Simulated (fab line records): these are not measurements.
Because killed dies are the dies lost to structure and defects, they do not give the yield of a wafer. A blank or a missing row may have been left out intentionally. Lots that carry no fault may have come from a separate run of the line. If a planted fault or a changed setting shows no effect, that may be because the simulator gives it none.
Chamber matching | flow nand-harc | NHARC_A_STAIRCASE_TRIM_12 on rie-diel-04: 4 sister chambers
The step chemistry O2, time 211.2 s. 8 wafers are shown with their chamber, then 7 later ones without.

## EACH WAFER AND ITS CHAMBER
wafer  | chamber | drypump-motor-current-A (A) | showerhead-plenum-p-Torr (Torr)
L074.1 | 3       | 6.7                         | 3.39
L082.2 | 1       | 5.0                         | 3.50
L081.1 | 1       | 5.0                         | 3.50
L085.1 | 2       | 5.4                         | 3.49
L085.3 | 0       | 6.0                         | 3.60
L085.6 | 2       | 5.4                         | 3.50
L089.1 | 0       | 5.9                         | 3.60
L089.4 | 3       | 6.7                         | 3.38

## WAFERS WHOSE CHAMBER IS MISSING
wafer  | drypump-motor-current-A (A) | showerhead-plenum-p-Torr (Torr)
L089.5 | 5.0                         | 3.49
L090.1 | 5.9                         | 3.60
L090.3 | 5.4                         | 3.49
L090.6 | 5.4                         | 3.49
L094.4 | 6.7                         | 3.37
L094.5 | 5.9                         | 3.59
L094.6 | 6.7                         | 3.37

## EACH ONE'S CHAMBER
wafer  | from the rows above | in truth
L089.5 | 1                   | 1
L090.1 | 0                   | 0
L090.3 | 2                   | 2
L090.6 | 2                   | 2
L094.4 | 3                   | 3
L094.5 | 0                   | 0
L094.6 | 3                   | 3
Correct placement for 7 of the 7. From these rows, 0 cannot be placed. 0 placed wrongly.
How it was worked out, from the rows above alone: a wafer's distance from a chamber is the root of the sum, over the readings, of the square of ((its reading less the chamber's mean) divided by the reading's scatter). The wafer belongs to the nearest chamber; if the next one is less than 2 further off, it can't be placed. A chamber's mean is the mean of its shown wafers. How the scatter is found: for the shown wafers, subtract from each reading the mean of its chamber, square and add these, divide the total by (wafers less chambers), then take the root.
